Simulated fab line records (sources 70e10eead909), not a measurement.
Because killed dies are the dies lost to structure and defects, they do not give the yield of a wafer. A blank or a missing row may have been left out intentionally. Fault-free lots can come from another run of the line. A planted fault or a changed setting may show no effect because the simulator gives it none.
Which tool is to blame? :: flow nand harc :: 36 wafers from 12 lots sampled at 3 of the route's 1302 steps

## WHAT THE GAUGES SHOWED, per wafer
NHARC_P_GATE_CD_MEAS_91: the cd target is 2000 nm.
lot: L462
measured: day 5 16:16
on: cd sem-01
cd nm (nm): 2000.7 2000.6 1999.1

lot: L463
measured: day 6 00:41
on: cd sem-02
cd nm (nm): 1999.6 2002.7 2001.6

lot: L464
measured: day 6 13:29
on: cd sem-01
cd nm (nm): 1999.6 1997.9 1998.6

lot: L466
measured: day 7 04:56
on: cd sem-02
cd nm (nm): 1998.6 1999.4 1999.6

lot: L469
measured: day 8 11:43
on: cd sem-03
cd nm (nm): 1978.1 1977.9 1977.7

lot: L479
measured: day 12 13:14
on: cd sem-02
cd nm (nm): 1999.6 1999.2 1997.4

lot: L480
measured: day 13 09:08
on: cd sem-02
cd nm (nm): 2001.4 1999.0 2000.9

lot: L481
measured: day 13 13:55
on: cd sem-03
cd nm (nm): 1998.0 1995.7 1999.2

lot: L482
measured: day 14 02:32
on: cd sem-03
cd nm (nm): 2001.7 2003.1 2002.6

lot: L483
measured: day 14 04:53
on: cd sem-01
cd nm (nm): 1998.5 1999.2 1998.5

lot: L484
measured: day 14 21:26
on: cd sem-01
cd nm (nm): 2001.5 2001.2 2001.2

lot: L485
measured: day 15 14:44
on: cd sem-02
cd nm (nm): 1999.3 1999.7 2000.7

## EACH LOT AND THE TOOL THAT RAN IT (in order: tool; ch and the chambers of the sampled wafers; start)
lot: L462
NHARC_P_GATE_STRIP_76: plasma asher-01 ch 0,1, day 5 15:19
NHARC_P_GATE_EXPOSE_88: krf scanner-01 ch 0, day 5 16:06

lot: L463
NHARC_P_GATE_STRIP_76: plasma asher-01 ch 0, day 5 23:53
NHARC_P_GATE_EXPOSE_88: krf scanner-01 ch 0, day 6 00:32

lot: L464
NHARC_P_GATE_STRIP_76: plasma asher-01 ch 0,1, day 6 12:35
NHARC_P_GATE_EXPOSE_88: krf scanner-02 ch 0, day 6 13:20

lot: L466
NHARC_P_GATE_STRIP_76: plasma asher-01 ch 0,1, day 7 04:10
NHARC_P_GATE_EXPOSE_88: krf scanner-01 ch 0, day 7 04:47

lot: L469
NHARC_P_GATE_STRIP_76: plasma asher-02 ch 0,1, day 8 10:48
NHARC_P_GATE_EXPOSE_88: krf scanner-02 ch 0, day 8 11:34

lot: L479
NHARC_P_GATE_STRIP_76: plasma asher-01 ch 0,1, day 12 12:20
NHARC_P_GATE_EXPOSE_88: krf scanner-01 ch 0, day 12 13:05

lot: L480
NHARC_P_GATE_STRIP_76: plasma asher-01 ch 0,1, day 13 08:13
NHARC_P_GATE_EXPOSE_88: krf scanner-02 ch 0, day 13 08:59

lot: L481
NHARC_P_GATE_STRIP_76: plasma asher-02 ch 0,1, day 13 12:59
NHARC_P_GATE_EXPOSE_88: krf scanner-01 ch 0, day 13 13:46

lot: L482
NHARC_P_GATE_STRIP_76: plasma asher-02 ch 0,1, day 14 01:38
NHARC_P_GATE_EXPOSE_88: krf scanner-02 ch 0, day 14 02:23

lot: L483
NHARC_P_GATE_STRIP_76: plasma asher-02 ch 0,1, day 14 03:58
NHARC_P_GATE_EXPOSE_88: krf scanner-01 ch 0, day 14 04:44

lot: L484
NHARC_P_GATE_STRIP_76: plasma asher-02 ch 0,1, day 14 20:40
NHARC_P_GATE_EXPOSE_88: krf scanner-01 ch 0, day 14 21:17

lot: L485
NHARC_P_GATE_STRIP_76: plasma asher-02 ch 0,1, day 15 13:48
NHARC_P_GATE_EXPOSE_88: krf scanner-04 ch 0, day 15 14:35
- NHARC_P_GATE_STRIP_76: strips in O2.
- NHARC_P_GATE_EXPOSE_88: exposes mask P HVN, target cd 2000 nm.

## AS READ BY THE TOOLS THEMSELVES (means over the sampled wafers that have a number; for cases with no such wafer, the mark the record gives instead)
NHARC_P_GATE_STRIP_76.
lot: L462
tool: plasma asher-01
drypump motor current A (A): 5.5
heater power w (W): 335

lot: L463
tool: plasma asher-01
drypump motor current A (A): 5.1
heater power w (W): 317

lot: L464
tool: plasma asher-01
drypump motor current A (A): 5.5
heater power w (W): 331

lot: L466
tool: plasma asher-01
drypump motor current A (A): 5.5
heater power w (W): 334

lot: L469
tool: plasma asher-02
drypump motor current A (A): 5.7
heater power w (W): 271

lot: L479
tool: plasma asher-01
drypump motor current A (A): 5.9
heater power w (W): 354

lot: L480
tool: plasma asher-01
drypump motor current A (A): 5.5
heater power w (W): 340

lot: L481
tool: plasma asher-02
drypump motor current A (A): 5.8
heater power w (W): 288

lot: L482
tool: plasma asher-02
drypump motor current A (A): 5.3
heater power w (W): 304

lot: L483
tool: plasma asher-02
drypump motor current A (A): 5.3
heater power w (W): 304

lot: L484
tool: plasma asher-02
drypump motor current A (A): 5.8
heater power w (W): 289

lot: L485
tool: plasma asher-02
drypump motor current A (A): 5.3
heater power w (W): 302

NHARC_P_GATE_EXPOSE_88.
lot: L462
tool: krf scanner-01
reticle temp C (C): 23.05

lot: L463
tool: krf scanner-01
reticle temp C (C): 23.03

lot: L464
tool: krf scanner-02
reticle temp C (C): 23.06

lot: L466
tool: krf scanner-01
reticle temp C (C): 23.10

lot: L469
tool: krf scanner-02
reticle temp C (C): 23.00

lot: L479
tool: krf scanner-01
reticle temp C (C): 22.96

lot: L480
tool: krf scanner-02
reticle temp C (C): 22.94

lot: L481
tool: krf scanner-01
reticle temp C (C): 23.04

lot: L482
tool: krf scanner-02
reticle temp C (C): 22.99

lot: L483
tool: krf scanner-01
reticle temp C (C): 22.91

lot: L484
tool: krf scanner-01
reticle temp C (C): 22.88

lot: L485
tool: krf scanner-04
reticle temp C (C): 22.93

## THE ANSWER, worked out from the rows above alone
Rule: the usual values come from the lots themselves. Put in order of their means at a reading, lots are off if they are a third of the lots or fewer, leave a main group of 4 or more, and stand apart from it by a gap of 3 or more times the standard deviation of the main group's means; of several such gaps the widest counts. A main group is skipped when, at the precision printed for the reading in the tables above, its means are all equal. Also off: a lot with no number at a reading for which 4 or more lots have one. Any other lot the step has rows for is counted as sound. The gauges are gone through in route order, then the tools' own readings, and for those a lot's mean is taken as printed above. At the first step where some lot is off, the reading lying furthest off is the one used; lots without a number count as furthest.
Off: L469 (NHARC_P_GATE_CD_MEAS_91, cd nm). The main group: mean 1999.9 nm, standard deviation 1.4.
A tool fits if, at a process step before that reading, it ran every lot that is off, and no sound lot after the first of them. Those tools and the gauges at NHARC_P_GATE_CD_MEAS_91 are tried in the same way. No candidate that was tried fits.

## WHAT THE SIMULATOR HAD INSERTED
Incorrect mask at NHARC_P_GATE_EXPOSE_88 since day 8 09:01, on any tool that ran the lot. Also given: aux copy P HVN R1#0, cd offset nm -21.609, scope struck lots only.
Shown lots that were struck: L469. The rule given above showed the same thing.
